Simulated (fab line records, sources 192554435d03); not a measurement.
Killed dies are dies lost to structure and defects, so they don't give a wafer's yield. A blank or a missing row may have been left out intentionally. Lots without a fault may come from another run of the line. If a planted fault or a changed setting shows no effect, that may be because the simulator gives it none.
8D (eight disciplines) problem report, filled in by code | flow n5_finfet | the parts of the form that need people (team, actions taken, sign-off) are left out

## 1. WHAT WENT WRONG
VT_N_LONG at N5_BEOL_M4_RC_MEAS_101 reads a mean of 319.9 mV on 2 wafers of 2 lots; wafers without a fault read 275.0 mV with a standard deviation of 2.1. That puts it +21 standard deviations away from the usual mean.
The first sign was on wafer L698.2 at day 9 21:11, on prober-01. At this step, 12 wafers from 4 lots have a number in the record. By rule, "out" or "out of limits" means more than 4 standard deviations away from the usual mean. The other wafers with a number count as sound.

## 2. WHAT IT IS, AND WHAT IT ISN'T
question                    | is                                                                            | is not
which readings at this step | VT_N_LONG, IOFF_N, IOFF_N_85C, IOFF_N_LIN, IOFF_N_LONG, ION_N, VT_N, VT_N_LVT | DIBL_N, DIBL_P, IOFF_P, SS_N, SS_P, VT_P
which lots                  | L698, L699                                                                    | L697, L715
which wafers of those lots  | L698.2, L699.1                                                                | L698.4, L698.6, L699.3, L699.5
read on which gauges        | prober-01                                                                     | prober-02
when                        | from day 9 21:11                                                              | up to then (5 sound wafers); but 5 sound wafers of L699, L715 came after

## 3. SUSPECTS, AND WHAT RULES EACH OUT
Counting: a tool at a process step up to the reading stays a suspect if it ran every lot that is out. Sound lots after the first of them don't rule it out here, since some wafers of a struck lot are sound.
- the gauge at N5_BEOL_M4_RC_MEAS_101: ruled out. All the wafers that are out were read on prober-01, but those of them that N5_PASSIVATION_PROBE_49 has rows for are out there too, on other tools.
- wet_bench-05 at N5_HKMG_FIN_WET_ETCH_18 (etches TiN in SC1, time 55 s, target depth 5.2 nm, rinse time 30 s): kept. Ran every lot that is out, first one L698 (day 5 18:14); last sound lot up to then L697 (day 5 11:23).
- In wet_bench-05 at N5_HKMG_FIN_WET_ETCH_18, the wafers that are out were processed in chamber 2 and their sound lot-mates in chambers 0, 1, 3, 7.
Left after counting: wet_bench-05 at N5_HKMG_FIN_WET_ETCH_18.

## 4. THE CAUSE (what the simulator had put in)
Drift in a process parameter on wet_bench-05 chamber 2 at N5_HKMG_FIN_WET_ETCH_18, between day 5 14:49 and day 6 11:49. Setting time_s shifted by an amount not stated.
Only this tool survived the counting.

## 5. SEQUENCE OF EFFECTS, ordered by route
Rows list readings where the struck wafers' mean (over those with a number) sits beyond 3 standard deviations from the usual. Only readings whose record carries a usual standard deviation are examined. hours: median over the lots of the time between each lot's start at the first step of this table that gives one and its start at this step. sigmas: the change, counted in usual standard deviations.
hours | step                    | reading        | usual          | on struck wafers | change    | sigmas
0     | N5_BEOL_M4_RC_MEAS_101  | IOFF_N         | 0.151 nA/um    | 0.027            | -0.124    | -5.7
0     | N5_BEOL_M4_RC_MEAS_101  | IOFF_N_85C     | 3.0 nA/um      | 0.7              | -2.3      | -6.6
0     | N5_BEOL_M4_RC_MEAS_101  | IOFF_N_LIN     | 0.071 nA/um    | 0.013            | -0.058    | -7.0
0     | N5_BEOL_M4_RC_MEAS_101  | IOFF_N_LONG    | 5.56e-05 nA/um | 2.59e-05         | -2.97e-05 | -14
0     | N5_BEOL_M4_RC_MEAS_101  | ION_N          | 673 uA/um      | 560              | -114      | -13
0     | N5_BEOL_M4_RC_MEAS_101  | VT_N           | 250.5 mV       | 298.8            | +48.2     | +19
0     | N5_BEOL_M4_RC_MEAS_101  | VT_N_LONG      | 275.0 mV       | 319.9            | +44.9     | +21
0     | N5_BEOL_M4_RC_MEAS_101  | VT_N_LVT       | 98.7 mV        | 145.8            | +47.1     | +16
108   | N5_PASSIVATION_PROBE_49 | sort_n_pass    | 1077           | 0                | -1077     | -67
108   | N5_PASSIVATION_PROBE_49 | sort_yield_pct | 91.3 %         | 0.0              | -91.3     | -65
Its process steps:
- N5_PASSIVATION_PROBE_49

## 6. WHAT WOULD HAVE CAUGHT IT SOONER
In this record the first reading out of limits at a measuring or inspecting step was taken at day 9 21:11, 102 hours after the fault began at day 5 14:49.
Tool readings at N5_HKMG_FIN_WET_ETCH_18 with a usual standard deviation given in the record: none out on any struck wafer, hence no alarm at a limit of 4 standard deviations on them.
By day 9 21:11 the whole set of lots that are out, 2 in number, had already begun N5_HKMG_FIN_WET_ETCH_18 on wet_bench-05. A hold on the tool at that time would have spared none of them.
